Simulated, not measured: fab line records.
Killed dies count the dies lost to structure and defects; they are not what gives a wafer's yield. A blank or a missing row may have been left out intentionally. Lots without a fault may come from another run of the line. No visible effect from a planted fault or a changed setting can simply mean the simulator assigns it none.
fab line records | flow nand_harc
[record] lots = 13 | wafers = 39 | last_day = 34
route steps=1302 shown A_SGD_CUT@910 A_BONDPAD@1221 END@1302
lots untouched by any fault: they come from a run of this same line in which no faults occurred
start_h: start of the lot's first displayed wafer, in hours after the record's first day | wait_h: how many hours have passed since the lot's step before this one | " the same as in the row above | L1.1+2: a row that stands for several wafers | - value missing, or start not given | * or withheld: withheld | < > ~ a bound
route shown NAME@n: NAME is a module with steps in the file, n the number in the route of the first one | usual: the fault-free wafers' mean and standard deviation | same: alike in all rows | chamber/n: place in a boat | sites: per-site readings | _std_site: the values' standard deviation | _edge_site: inner sites' mean taken away from outer sites' mean | radius_mm: for every site, how far away it sits from the centre of the wafer | mask NAME#n: copy n | behind: the tool/chamber that last shaped the wafer | hold: why the lot went on hold/how many hours it stayed there/how the hold came to an end | device: which transistor (n, p or np) failed to switch | end of line: at the end of the route, the tests of the same wafers | a step without rows: its recipe alone | killed: at the first sort, the dies lost to defects and structure; wafer yield is something else | map: a wafer's dies, x killed, . not, _ none there
set.NAME: the setting as run; set.NAME@STEP: as run at that earlier step | model.NAME: the simulator's own value behind a step, which no gauge read
the route's steps for a sample of lots (tables are steps, rows are wafers)
services: when a tool's chamber went out of use (start_h, in hours from the record's first day, below 0 if earlier), for how many hours, and the reason
[[steps]]
[step NHARC_A_SGD_CUT_STRIP_17]
[recipe] o2_flow_sccm = 500 | ar_flow_sccm = 0 | bias_w = 0 | chemistry = O2
[usual] drypump_motor_current_A = 5.9/0.45 | oes_product_au = 0.999/0.014 | rf_vpp_V = 57.8/0.83 | showerhead_plenum_p_Torr = 3.51/0.13 | throttle_valve_pct = 17.036/0.0089
[same] bias_w = 0
lot.wafer | tool        | chamber | start_h | wait_h | drypump_motor_current_A | oes_product_au | rf_hours_counter_h | rf_vpp_V | showerhead_plenum_p_Torr | throttle_valve_pct
L856.1    | rie_diel-04 | 3       | 449.63  | -      | 6.5                     | 1.001          | 6                  | 58.0     | 3.48                     | 17.021
L856.2    | "           | 0       | "       | "      | 6.0                     | 0.988          | 7                  | 58.6     | 3.31                     | 17.045
L856.5    | "           | 3       | "       | "      | 6.5                     | 1.002          | -                  | 57.8     | 3.48                     | 17.037
L857.3    | rie_diel-04 | 1       | 455.06  | -      | 6.4                     | 1.003          | 8                  | 58.0     | 3.70                     | 17.009
L857.1    | "           | 0       | "       | "      | 6.0                     | 0.979          | 7                  | 57.2     | 3.31                     | 17.029
L857.5    | "           | 0       | "       | "      | 6.0                     | 0.976          | -                  | 58.0     | 3.31                     | 17.038
L858.2    | rie_diel-08 | 0       | 468.48  | -      | 5.8                     | 1.004          | 7                  | 57.4     | 3.60                     | 17.053
L858.3    | "           | 3       | "       | "      | 5.9                     | 1.000          | 7                  | 58.3     | 3.74                     | 17.022
L858.5    | "           | 0       | "       | "      | 5.8                     | 0.989          | -                  | 56.3     | 3.60                     | 17.036
L860.3    | rie_diel-08 | 2       | 486.84  | -      | 6.3                     | 0.988          | 10                 | 57.8     | 3.37                     | 17.033
L860.6    | "           | 3       | "       | "      | 5.9                     | 1.015          | -                  | 59.7     | 3.74                     | 17.048
L860.5    | "           | 0       | "       | "      | 5.8                     | 1.001          | -                  | 57.7     | 3.59                     | 17.047
L862.2    | rie_diel-09 | 1       | 511.36  | -      | 5.4                     | 1.005          | 0                  | 57.8     | 3.57                     | 17.037
L862.1    | "           | 2       | "       | "      | 4.8                     | 1.014          | 0                  | 57.6     | 3.54                     | 17.033
L862.5    | "           | 1       | "       | "      | 5.4                     | 1.011          | -                  | 58.2     | 3.57                     | 17.042
L861.4    | rie_diel-08 | 3       | 511.65  | -      | 5.9                     | 1.018          | 12                 | 58.2     | 3.73                     | 17.039
L861.1    | "           | 2       | "       | "      | 6.3                     | 0.994          | 13                 | 58.2     | 3.37                     | 17.049
L861.6    | "           | 3       | "       | "      | 5.9                     | 1.007          | -                  | 56.5     | 3.73                     | 17.053
L863.3    | rie_diel-08 | 2       | 521.17  | -      | 6.3                     | 0.990          | 13                 | 58.4     | 3.37                     | 17.037
L863.2    | "           | 3       | "       | "      | 5.9                     | 1.004          | 12                 | 57.5     | 3.73                     | 17.027
L863.5    | "           | 0       | "       | "      | 5.8                     | 0.998          | -                  | 57.7     | 3.59                     | 17.051
L864.4    | rie_diel-08 | 0       | 533.09  | -      | 5.8                     | 1.006          | 13                 | 58.0     | 3.59                     | 17.012
L864.2    | "           | 1       | "       | "      | 5.7                     | 0.990          | 14                 | 57.3     | 3.47                     | 17.031
L864.1    | "           | 3       | "       | "      | 5.9                     | 1.020          | 13                 | 57.5     | 3.73                     | 17.036
L867.3    | rie_diel-08 | 1       | 555.97  | -      | 5.7                     | 0.972          | 0                  | 57.7     | 3.47                     | 17.046
L867.5    | "           | 3       | "       | "      | 5.9                     | 1.028          | -                  | 57.1     | 3.73                     | 17.037
L867.6    | "           | 0       | "       | "      | 5.8                     | 0.996          | -                  | 58.5     | 3.59                     | 17.033
L868.3    | rie_diel-08 | 1       | 588.76  | -      | 5.7                     | 0.973          | 2                  | 58.5     | 3.47                     | 17.035
L868.1    | "           | 3       | "       | "      | 5.9                     | 1.027          | 2                  | 58.7     | 3.73                     | 17.034
L868.6    | "           | 1       | "       | "      | 5.7                     | 0.974          | -                  | 58.0     | 3.47                     | 17.019
L875.3    | rie_diel-08 | 1       | 633.48  | -      | 5.7                     | 0.959          | 6                  | 57.2     | 3.47                     | 17.048
L875.2    | "           | 3       | "       | "      | 5.9                     | 1.012          | 5                  | 58.8     | 3.73                     | 17.041
L875.4    | "           | 0       | "       | "      | 5.8                     | 0.996          | 5                  | 57.4     | 3.59                     | 17.038
L877.4    | rie_diel-08 | 2       | 661.57  | -      | 6.3                     | 1.008          | 8                  | 57.4     | 3.37                     | 17.028
L877.1    | "           | 0       | "       | "      | 5.8                     | 1.002          | 7                  | 57.5     | 3.59                     | 17.040
L877.6    | "           | 1       | "       | "      | 5.7                     | 0.964          | -                  | 58.1     | 3.47                     | 17.042
L878.3    | rie_diel-04 | 0       | 689.86  | -      | 6.0                     | 1.016          | 9                  | 56.4     | 3.30                     | 17.038
L878.1    | "           | 1       | "       | "      | 6.4                     | 1.000          | 9                  | 57.2     | 3.69                     | 17.046
L878.5    | "           | 2       | "       | "      | 6.1                     | 1.006          | -                  | 57.4     | 3.47                     | 17.024
[step NHARC_A_BONDPAD_CD_MEAS_13]
[usual] cd_nm = 498.6/2.9
lot.wafer | tool      | chamber | start_h | wait_h | cd_nm
L856.1    | cd_sem-02 | -       | 542.77  | -      | 499.4
L856.2    | "         | -       | "       | "      | 502.0
L856.5    | "         | -       | "       | "      | 498.1
L857.1    | cd_sem-02 | -       | 548.53  | -      | 498.7
L857.3    | "         | -       | "       | "      | 497.0
L857.5    | "         | -       | "       | "      | 496.1
L858.2    | cd_sem-02 | -       | 562.17  | -      | 498.5
L858.3    | "         | -       | "       | "      | 496.9
L858.5    | "         | -       | "       | "      | 498.0
L860.3    | cd_sem-01 | -       | 584.29  | -      | 498.8
L860.5    | "         | -       | "       | "      | 495.7
L860.6    | "         | -       | "       | "      | 497.8
L861.1    | cd_sem-02 | -       | 602.59  | -      | 501.9
L861.4    | "         | -       | "       | "      | 500.4
L861.6    | "         | -       | "       | "      | 504.1
L862.1    | cd_sem-01 | -       | 604.57  | -      | 501.0
L862.2    | "         | -       | "       | "      | 502.2
L862.5    | "         | -       | "       | "      | 504.4
L863.2    | cd_sem-01 | -       | 613.87  | -      | 490.6
L863.3    | "         | -       | "       | "      | 493.1
L863.5    | "         | -       | "       | "      | 494.7
L864.1    | cd_sem-03 | -       | 638.87  | -      | 498.1
L864.2    | "         | -       | "       | "      | 497.9
L864.4    | "         | -       | "       | "      | 501.9
L867.3    | cd_sem-01 | -       | 655.51  | -      | 499.4
L867.5    | "         | -       | "       | "      | 499.7
L867.6    | "         | -       | "       | "      | 499.5
L868.1    | cd_sem-01 | -       | 678.94  | -      | 493.1
L868.3    | "         | -       | "       | "      | 499.6
L868.6    | "         | -       | "       | "      | 499.8
L875.2    | cd_sem-01 | -       | 722.84  | -      | 501.2
L875.3    | "         | -       | "       | "      | 500.8
L875.4    | "         | -       | "       | "      | 500.9
L877.1    | cd_sem-03 | -       | 767.10  | -      | 499.0
L877.4    | "         | -       | "       | "      | 495.1
L877.6    | "         | -       | "       | "      | 500.4
L878.1    | cd_sem-03 | -       | 786.38  | -      | 498.0
L878.3    | "         | -       | "       | "      | 501.2
L878.5    | "         | -       | "       | "      | 494.5
[step NHARC_A_BONDPAD_PRE_CLEAN_26]
[recipe] time_s = 30 | temp_c = 280 | gas = H2/He
[usual] heater_power_w = 404/26
lot.wafer | tool           | chamber | start_h | wait_h | heater_power_w
L856.1    | pvd_sputter-02 | -       | -       | -      | 438
L856.2    | "              | -       | "       | "      | 414
L856.5    | "              | -       | "       | "      | 373
L857.3    | pvd_sputter-02 | -       | -       | -      | 435
L857.1    | "              | -       | "       | "      | 445
L857.5    | "              | -       | "       | "      | 412
L858.3    | pvd_sputter-02 | -       | -       | -      | 458
L858.2    | "              | -       | "       | "      | 367
L858.5    | "              | -       | "       | "      | 468
L860.3    | pvd_sputter-02 | -       | -       | -      | 460
L860.6    | "              | -       | "       | "      | 375
L860.5    | "              | -       | "       | "      | 434
L861.4    | pvd_sputter-03 | -       | -       | -      | 384
L861.1    | "              | -       | "       | "      | 381
L861.6    | "              | -       | "       | "      | 377
L862.2    | pvd_sputter-02 | -       | -       | -      | 402
L862.1    | "              | -       | "       | "      | 463
L862.5    | "              | -       | "       | "      | 370
L863.3    | pvd_sputter-03 | -       | -       | -      | 368
L863.2    | "              | -       | "       | "      | 404
L863.5    | "              | -       | "       | "      | 382
L864.1    | pvd_sputter-01 | -       | -       | -      | 423
L864.2    | "              | -       | "       | "      | 419
L864.4    | "              | -       | "       | "      | 397
L867.3    | pvd_sputter-02 | -       | -       | -      | 424
L867.5    | "              | -       | "       | "      | 421
L867.6    | "              | -       | "       | "      | 371
L868.3    | pvd_sputter-02 | -       | -       | -      | 427
L868.1    | "              | -       | "       | "      | 408
L868.6    | "              | -       | "       | "      | 415
L875.4    | pvd_sputter-03 | -       | -       | -      | 419
L875.3    | "              | -       | "       | "      | 377
L875.2    | "              | -       | "       | "      | 430
L877.4    | pvd_sputter-03 | -       | -       | -      | 380
L877.1    | "              | -       | "       | "      | 387
L877.6    | "              | -       | "       | "      | 415
L878.3    | pvd_sputter-03 | -       | -       | -      | 414
L878.1    | "              | -       | "       | "      | 386
L878.5    | "              | -       | "       | "      | 401
[step NHARC_A_BONDPAD_CMP_19]
[recipe] t_overpolish_s = 30 | cu_recess_touch_s = 16 | target_thk_nm = 169.82
[usual] motor_current_A = 11.6/1.1 | overpolish_run_s = 30.000/0.0082
lot.wafer | tool   | chamber | start_h | wait_h | motor_current_A | overpolish_run_s
L856.1    | cmp-03 | 1       | 544.50  | -      | 11.5            | 30.001
L856.2    | "      | 3       | "       | "      | 13.5            | 30.001
L856.5    | "      | 1       | "       | "      | 11.6            | 29.997
L857.3    | cmp-04 | 0       | 550.28  | -      | 13.2            | 29.983
L857.1    | "      | 2       | "       | "      | 11.7            | 29.998
L857.5    | "      | 0       | "       | "      | 13.3            | 29.989
L858.2    | cmp-01 | 3       | 563.91  | -      | 11.7            | 29.982
L858.3    | "      | 1       | "       | "      | 11.2            | 30.003
L858.5    | "      | 2       | "       | "      | 10.2            | 29.987
L860.3    | cmp-01 | 1       | 586.13  | -      | 11.0            | 30.006
L860.5    | "      | 0       | "       | "      | 11.5            | 29.992
L860.6    | "      | 1       | "       | "      | 10.7            | 30.002
L861.1    | cmp-01 | 2       | 604.31  | -      | 9.5             | 30.007
L861.4    | "      | 0       | "       | "      | 11.1            | 30.006
L861.6    | "      | 3       | "       | "      | 11.5            | 29.994
L862.2    | cmp-01 | 0       | 606.27  | -      | 12.0            | 30.005
L862.1    | "      | 1       | "       | "      | 11.4            | 30.003
L862.5    | "      | 1       | "       | "      | 11.9            | 29.998
L863.3    | cmp-04 | 1       | 615.57  | -      | 12.2            | 30.014
L863.2    | "      | 0       | "       | "      | 13.2            | 29.986
L863.5    | "      | 2       | "       | "      | 13.1            | 30.012
L864.4    | cmp-04 | 0       | 640.58  | -      | 12.5            | 30.000
L864.2    | "      | 1       | "       | "      | 12.2            | 29.992
L864.1    | "      | 3       | "       | "      | 11.2            | 30.003
L867.3    | cmp-01 | 3       | 657.26  | -      | 11.2            | 29.989
L867.5    | "      | 1       | "       | "      | 11.1            | 29.988
L867.6    | "      | 2       | "       | "      | 9.7             | 29.988
L868.3    | cmp-01 | 3       | 680.68  | -      | 11.4            | 29.991
L868.1    | "      | 1       | "       | "      | 10.6            | 30.010
L868.6    | "      | 2       | "       | "      | 9.5             | 30.005
L875.4    | cmp-01 | 2       | 724.55  | -      | 10.2            | 30.004
L875.2    | "      | 3       | "       | "      | 10.7            | 30.002
L875.3    | "      | 1       | "       | "      | 11.1            | 30.010
L877.4    | cmp-01 | 3       | 768.83  | -      | 11.6            | 30.004
L877.1    | "      | 1       | "       | "      | 11.2            | 29.999
L877.6    | "      | 2       | "       | "      | 9.8             | 29.982
L878.3    | cmp-03 | 3       | 788.13  | -      | 13.6            | 29.998
L878.1    | "      | 2       | "       | "      | 11.5            | 30.000
L878.5    | "      | 0       | "       | "      | 12.4            | 30.002
[step NHARC_END_SORT_01]
[recipe] temp_c = 25
[usual] killed_at_array = 56/17 | killed_at_other = 0.9/1.2 | killed_at_periphery = 3.9/2.5 | killed_dies = 61/17 | killed_open = 3.2/1.8 | killed_short = 2.7/1.7
[same] gross_dies = 677
lot.wafer | tool      | chamber | start_h | wait_h | killed_at_array | killed_at_other | killed_at_periphery | killed_dies | killed_open | killed_short
L877.1    | prober-02 | 0       | 800.26  | 2.5    | 71              | 0               | 7                   | 78          | 6           | 4
L877.4    | prober-02 | 0       | 802.66  | 3.4    | 77              | 0               | 5                   | 82          | 4           | 4
L877.6    | prober-02 | 0       | 804.26  | 4.0    | 116             | 0               | 5                   | 121         | 3           | 4
// killed by level:class
L877.1 A_SLIT:chamber_film_flake=27 A_CHANNEL_HOLE_D2:chamber_film_flake=19 A_CHANNEL_HOLE_D1:chamber_film_flake=8 P_ZERO_WELL:chamber_film_flake=4 A_CONTACT:chamber_film_flake=4 P_CONTACT:geometric_particle:open=2 A_STAIRCASE:chamber_film_flake=2 A_WL_FILL:chamber_film_flake=2
L877.4 A_SLIT:chamber_film_flake=31 A_CHANNEL_HOLE_D2:chamber_film_flake=16 A_CHANNEL_HOLE_D1:chamber_film_flake=10 A_STAIRCASE:chamber_film_flake=5 A_CONTACT:chamber_film_flake=3 P_ZERO_WELL:chamber_film_flake=2 P_GATE:chamber_film_flake=2 P_CONTACT:geometric_particle:open=1
L877.6 A_SGD_CUT:unspecified=80 A_CHANNEL_HOLE_D2:chamber_film_flake=10 A_SLIT:chamber_film_flake=9 P_ZERO_WELL:chamber_film_flake=3 A_CHANNEL_HOLE_D1:chamber_film_flake=3 A_STAIRCASE:chamber_film_flake=3 A_WL_FILL:geometric_particle:short=2 A_CONTACT:chamber_film_flake=2
[[services]]
tool           | chamber | start_h | hours | kind
pvd_sputter-02 | -       | 426.63  | 4.6   | repair
rie_diel-08    | 3       | 438.95  | 5.7   | repair
rie_diel-08    | 0       | 440.41  | 13.3  | repair
rie_diel-08    | 1       | 455.01  | 16.4  | repair
pvd_sputter-02 | -       | 460.00  | 10.0  | pm
cmp-01         | -       | 480.29  | 4.0   | pm
rie_diel-08    | 2       | 524.54  | 2.7   | repair
rie_diel-08    | -       | 544.83  | 9.0   | pm
cmp-01         | -       | 548.10  | 4.5   | repair
cmp-01         | -       | 557.33  | 1.6   | repair
cmp-01         | -       | 578.29  | 4.0   | pm
rie_diel-08    | 0       | 613.20  | 2.5   | repair
cmp-01         | -       | 618.08  | 0.9   | repair
cmp-01         | -       | 637.50  | 0.6   | repair
pvd_sputter-02 | -       | 638.00  | 10.0  | pm
rie_diel-08    | 2       | 644.71  | 5.8   | repair
rie_diel-08    | 1       | 652.25  | 2.2   | repair
cmp-01         | -       | 676.29  | 4.0   | pm
cmp-01         | -       | 681.40  | 1.2   | repair
rie_diel-08    | -       | 721.83  | 9.0   | pm
rie_diel-08    | 2       | 743.60  | 2.5   | repair
cmp-01         | -       | 755.99  | 1.3   | repair
cmp-01         | -       | 774.29  | 4.0   | pm
pvd_sputter-02 | -       | 780.06  | 3.6   | repair
[[key]]
[first_sign] step = NHARC_END_SORT_01 | reading = killed_at_array | direction = up | sigmas = 3.5 | usual = 56 | struck = 116
[effect] step = NHARC_END_SORT_01 | reading = killed_dies | direction = up | sigmas = 3.5 | usual = 61 | struck = 121
[more_kills_born_at] NHARC_A_SGD_CUT_STRIP_17@rie_diel-08 = 80
met_at NHARC_A_SGD_CUT_STRIP_17
struck_lots L877
struck_wafers L877.6
tester_left_out L877
not_acting_at NHARC_A_BONDPAD_CD_MEAS_13,NHARC_A_BONDPAD_PRE_CLEAN_26,NHARC_A_BONDPAD_CMP_19
onset_between 633.48 661.57
[fault] kind = chamber_particle_source | tool = rie_diel-08 | chamber = 1 | onset_h = 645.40 | steps = NHARC_A_SGD_CUT_STRIP_17 | rate_per_visit_cm2 = 1.8965 | end_h = 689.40
// tester_left_out: of these lots the tester's yield and bins aren't shown, on N5 and GAA mostly nor the transistor test; their killed dies are dies lost to structure and defects alone, not to doping, threshold or leakage, so they don't give the yield
